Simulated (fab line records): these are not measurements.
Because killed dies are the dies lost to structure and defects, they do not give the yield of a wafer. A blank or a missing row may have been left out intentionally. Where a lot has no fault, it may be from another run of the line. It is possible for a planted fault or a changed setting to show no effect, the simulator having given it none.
A single fault, viewed from 3 desks :: flow n5Finfet :: numbers are kept per desk, each desk with only its own; the story behind them comes last

THE DEFECT DESK
Lot by lot, what the route's inspections counted, given as the mean of those sampled wafers with a number. A lot is out of limits, marked OUT, if its mean lies more than 4 standard deviations from the usual mean; the brackets give that distance.
Columns: A = rawDefectCount at N5_BEOL_M9_INSPECT_58, usual 77; B = rawDefectCount at N5_BEOL_M10_INSPECT_13, usual 428
lot: L320
first seen here: day 10 21:26
A: 69
B: 417

lot: L325
first seen here: day 12 08:57
A: 86
B: 446

lot: L327
first seen here: day 12 15:40
A: 117
B: 479

lot: L332
first seen here: day 14 01:14
A: 121
B: 508

lot: L335
first seen here: day 14 22:41
A: 79
B: 468

lot: L340
first seen here: day 15 20:53
A: 44
B: 325
This desk's finding: nothing out of limits on any of the 6 lots.

AT THE METROLOGY DESK
Means of the sampled wafers that have a number, per lot and without regard to the tool the lot ran on: this is what the gauges read. A lot is out of limits, marked OUT, if its mean lies more than 4 standard deviations from the usual mean; the brackets give that distance.
Columns: A = M9_THK at N5_BEOL_M9_THK_MEAS_53, usual 139 nm; B = M9_RS at N5_BEOL_M9_RS_MEAS_57, usual 0.151 ohm/sq; C = M10_ILD_THK at N5_BEOL_M10_THK_MEAS_01, usual 267 nm; D = cdNm at N5_BEOL_M10_CD_MEAS_11, usual 63.9 nm; E = M10_OVL at N5_BEOL_M10_OVL_MEAS_12, usual 0.2 nm
lot: L320
first seen here: day 10 21:15
A: 138
B: 0.151
C: 269
D: 64.3
E: -0.6

lot: L325
first seen here: day 12 08:47
A: 138
B: 0.152
C: 268
D: 63.6
E: -0.3

lot: L327
first seen here: day 12 15:31
A: 135
B: 0.154
C: 263
D: 64.1
E: -0.3

lot: L332
first seen here: day 14 01:05
A: 137
B: 0.153
C: 270
D: 63.7
E: -0.1

lot: L335
first seen here: day 14 22:32
A: 138
B: 0.150
C: 267
D: 64.2
E: 0.2

lot: L340
first seen here: day 15 20:44
A: 135
B: 0.154
C: 267
D: 64.0
E: -0.9
This desk's finding: nothing out of limits on any of the 6 lots.

DESK OF THE TOOL OWNER: lithoTrack-01
The tool's own readings at N5_BEOL_M10_COAT_05 (resist thk 90 nm): means of the sampled wafers that have a number, for each lot that ran on this tool. A lot is out of limits, marked OUT, if its mean lies more than 4 standard deviations from the usual mean; the brackets give that distance.
Columns: A = dispensePressureKPa at N5_BEOL_M10_COAT_05, usual 53.9 kPa; B = spinSpeedRpm at N5_BEOL_M10_COAT_05, usual 1500.0 rpm
lot: L325
first seen here: day 12 11:15
A: 54.9
B: 1560.9 (+72) OUT

lot: L327
first seen here: day 12 17:52
A: 54.9
B: 1562.0 (+74) OUT

lot: L340
first seen here: day 15 22:17
A: 54.9
B: 1499.7
This desk's verdict: out of limits on L325, L327, starting with L325 at day 12 11:15 (spinSpeedRpm at N5_BEOL_M10_COAT_05). L340: within limits.

PUT TOGETHER
At day 12 11:15, on L325, L327, the tool owner's desk was in a position to raise an alarm.
Nothing out of limits was seen by the defect desk.
From the metrology desk's view, nothing was out of limits.
The defect desk has L325, L327 on record, within its limits.
The metrology desk has L325, L327 on record, within its limits.
The lots listed all ran N5_BEOL_M10_COAT_05 on lithoTrack-01.

WHAT WAS PUT IN BY THE SIMULATOR
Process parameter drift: lithoTrack-01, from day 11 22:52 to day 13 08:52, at N5_BEOL_M10_COAT_05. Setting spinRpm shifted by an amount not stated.
Shown lots that were struck: L325, L327.
Hours from the fault's start to each desk's first reading out of limits: the tool owner's desk, 12.
